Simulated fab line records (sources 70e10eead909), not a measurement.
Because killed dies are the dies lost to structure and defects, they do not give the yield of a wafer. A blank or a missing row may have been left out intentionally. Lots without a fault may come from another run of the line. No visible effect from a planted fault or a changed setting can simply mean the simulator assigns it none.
Which tool did it? -- flow nand-harc -- 38 wafers from 13 lots sampled at 5 of the route's 1302 steps

WHAT THE GAUGES SHOWED, per wafer
NHARC_A_ZERO_WELL_INSPECT_17.
lot,measured,on,raw-defect-count
L447,day 7 13:05,defect-inspect-01,22 19 8
L449,day 8 13:46,defect-inspect-01,12 29 17
L450,day 9 00:57,defect-inspect-01,10 16 20
L452,day 9 18:08,defect-inspect-02,15 14 18
L454,day 11 01:54,defect-inspect-01,13 15 25
L455,day 11 07:02,defect-inspect-01,22 17 15
L456,day 11 09:23,defect-inspect-02,17 8 16
L457,day 11 23:58,defect-inspect-01,6 5 8
L459,day 12 23:19,defect-inspect-01,9 5 8
L462,day 14 04:13,defect-inspect-02,10 8 7
L466,day 15 16:04,defect-inspect-02,21 5
L467,day 16 00:26,defect-inspect-01,16 13 13
L468,day 16 14:06,defect-inspect-02,9 7 16

NHARC_A_ONON_D1_THK_MEAS_05: measures by ellipsometry.
lot,measured,on,thk-nm (nm)
L447,day 8 09:13,film-metro-02,997 998 999
L449,day 9 12:34,film-metro-01,1001 1000 996
L450,day 9 22:01,film-metro-02,988 987 987
L452,day 10 17:35,film-metro-01,1009 1006 1006
L454,day 11 23:10,film-metro-02,1001 1003 1001
L455,day 12 04:25,film-metro-01,986 987 985
L456,day 12 04:24,film-metro-02,984 982 983
L457,day 12 21:22,film-metro-01,1005 1006 1004
L459,day 14 01:29,film-metro-01,1005 1006 1007
L462,day 15 03:37,film-metro-01,980 981 981
L466,day 16 13:49,film-metro-01,1502 1502
L467,day 16 21:58,film-metro-01,980 1477 982
L468,day 17 14:56,film-metro-02,996 996 995

NHARC_END_SORT_01.
lot,measured,on,killed-at-array,killed-at-other,killed-at-periphery,killed-dies,killed-open,killed-short
L455,day 29 03:04,prober-02,45 49 42,0 1 0,3 5 5,48 55 47,4 5 2,1 2 2
L466,day 33 06:17,prober-02,665 665,3 6,9 6,677 677,7 4,3 4
L467,day 33 03:02,prober-01,69 667 55,3 2 1,11 8 8,83 677 64,12 2 2,4 4 3

WHICH TOOL RAN EACH LOT (tool, then ch and the chambers of the sampled wafers, then the start)
lot,NHARC_A_ZERO_WELL_ETCH_19,NHARC_A_ONON_D1_DEP_03
L447,"rie-diel-03 ch 0,1,2, day 7 11:50","pecvd-onon-03 ch 0, day 8 08:41"
L449,"rie-diel-13 ch 0,2,3, day 8 12:33","pecvd-onon-01 ch 0, day 9 12:07"
L450,"rie-diel-13 ch 0,2,3, day 8 23:44","pecvd-onon-02 ch 0, day 9 21:31"
L452,"rie-diel-03 ch 0,1, day 9 16:55","pecvd-onon-01 ch 0, day 10 17:12"
L454,"rie-diel-03 ch 1,2, day 11 00:41","pecvd-onon-01 ch 0, day 11 22:46"
L455,"rie-diel-13 ch 0,3, day 11 05:49","pecvd-onon-01 ch 0, day 12 03:53"
L456,"rie-diel-03 ch 0,1,2, day 11 08:08","pecvd-onon-02 ch 0, day 12 03:53"
L457,"rie-diel-03 ch 0,2,3, day 11 22:46","pecvd-onon-02 ch 0, day 12 20:52"
L459,"rie-diel-13 ch 1,2,3, day 12 22:07","pecvd-onon-03 ch 0, day 14 00:58"
L462,"rie-diel-13 ch 0,1,2, day 14 03:00","pecvd-onon-03 ch 0, day 15 03:10"
L466,"rie-diel-12 ch 0,1, day 15 14:51","pecvd-onon-03 ch 0, day 16 13:25"
L467,"rie-diel-03 ch 0,1,3, day 15 23:13","pecvd-onon-03 ch 0, day 16 21:28"
L468,"rie-diel-03 ch 1,2, day 16 12:34","pecvd-onon-01 ch 0, day 17 14:25"
- NHARC_A_ZERO_WELL_ETCH_19: etches the open film in N2/H2, target depth 80 nm, overetch 24 nm, time 87.88 s.
- NHARC_A_ONON_D1_DEP_03: target thk 1000 nm.

AS READ BY THE TOOLS THEMSELVES (means over the sampled wafers that have a number; for cases with no such wafer, the mark the record gives instead)
NHARC_A_ZERO_WELL_ETCH_19.
lot,tool,bias-w (W),drypump-motor-current-A (A),oes-product-au (a.u.),rf-vpp-V (V),showerhead-plenum-p-Torr (Torr),throttle-valve-pct (%)
L447,rie-diel-03,150.0,5.6,1.008,429,1.96,14.179
L449,rie-diel-13,150.0,5.2,0.994,430,2.00,14.173
L450,rie-diel-13,149.9,5.2,0.995,430,2.00,14.165
L452,rie-diel-03,149.7,5.6,1.004,429,1.94,14.173
L454,rie-diel-03,149.9,5.3,1.006,429,1.98,14.171
L455,rie-diel-13,150.1,5.0,1.005,427,1.91,14.176
L456,rie-diel-03,150.1,5.6,0.996,428,1.95,14.162
L457,rie-diel-03,149.9,5.6,1.000,431,2.02,14.170
L459,rie-diel-13,150.1,5.6,0.979,430,2.00,14.182
L462,rie-diel-13,150.0,5.4,1.000,428,2.00,14.178
L466,rie-diel-12,149.6,5.7,0.988,429,1.98,14.161
L467,rie-diel-03,150.3,5.4,0.993,430,2.02,14.166
L468,rie-diel-03,150.5,5.6,0.982,427,1.96,14.166

NHARC_A_ONON_D1_DEP_03.
lot,tool,nh3-flow-sccm (sccm),sih4-flow-sccm (sccm)
L447,pecvd-onon-03,500.4,209.8
L449,pecvd-onon-01,499.4,209.6
L450,pecvd-onon-02,499.3,210.2
L452,pecvd-onon-01,498.4,209.5
L454,pecvd-onon-01,501.6,210.3
L455,pecvd-onon-01,500.9,209.8
L456,pecvd-onon-02,499.8,209.9
L457,pecvd-onon-02,501.6,209.7
L459,pecvd-onon-03,496.7,210.3
L462,pecvd-onon-03,500.6,209.7
L466,pecvd-onon-03,501.2,209.3
L467,pecvd-onon-03,501.4,210.3
L468,pecvd-onon-01,501.3,210.2

THE ANSWER, worked out from the rows above alone
Rule: usual is defined by the lots themselves. Put in order of their means at a reading, lots are off if they are a third of the lots or fewer, leave a main group of 4 or more, and stand apart from it by a gap of 3 or more times the standard deviation of the main group's means; of several such gaps the widest counts. A main group whose means are all the same, to the digits that the tables above print for the reading, isn't used. A lot without any number at a reading at which 4 lots or more have one is off too. The other lots that the step has rows for count as sound. First the gauges in route order, then the tools' own readings, where a lot's mean is used as printed above. At the first step where some lot is off, the reading lying furthest off is the one used; lots without a number count as furthest.
Off: L466, L467 (NHARC_A_ONON_D1_THK_MEAS_05, thk-nm). Main group: mean 995 nm, sd 9.2.
A tool fits if, at a process step before that reading, it ran every lot that is off, and no sound lot after the first of them. The gauges at NHARC_A_ONON_D1_THK_MEAS_05 are tried like those tools. This does not decide it: 2 tools fit, namely pecvd-onon-03 at NHARC_A_ONON_D1_DEP_03 and film-metro-01 at NHARC_A_ONON_D1_THK_MEAS_05.

WHAT THE SIMULATOR PUT IN
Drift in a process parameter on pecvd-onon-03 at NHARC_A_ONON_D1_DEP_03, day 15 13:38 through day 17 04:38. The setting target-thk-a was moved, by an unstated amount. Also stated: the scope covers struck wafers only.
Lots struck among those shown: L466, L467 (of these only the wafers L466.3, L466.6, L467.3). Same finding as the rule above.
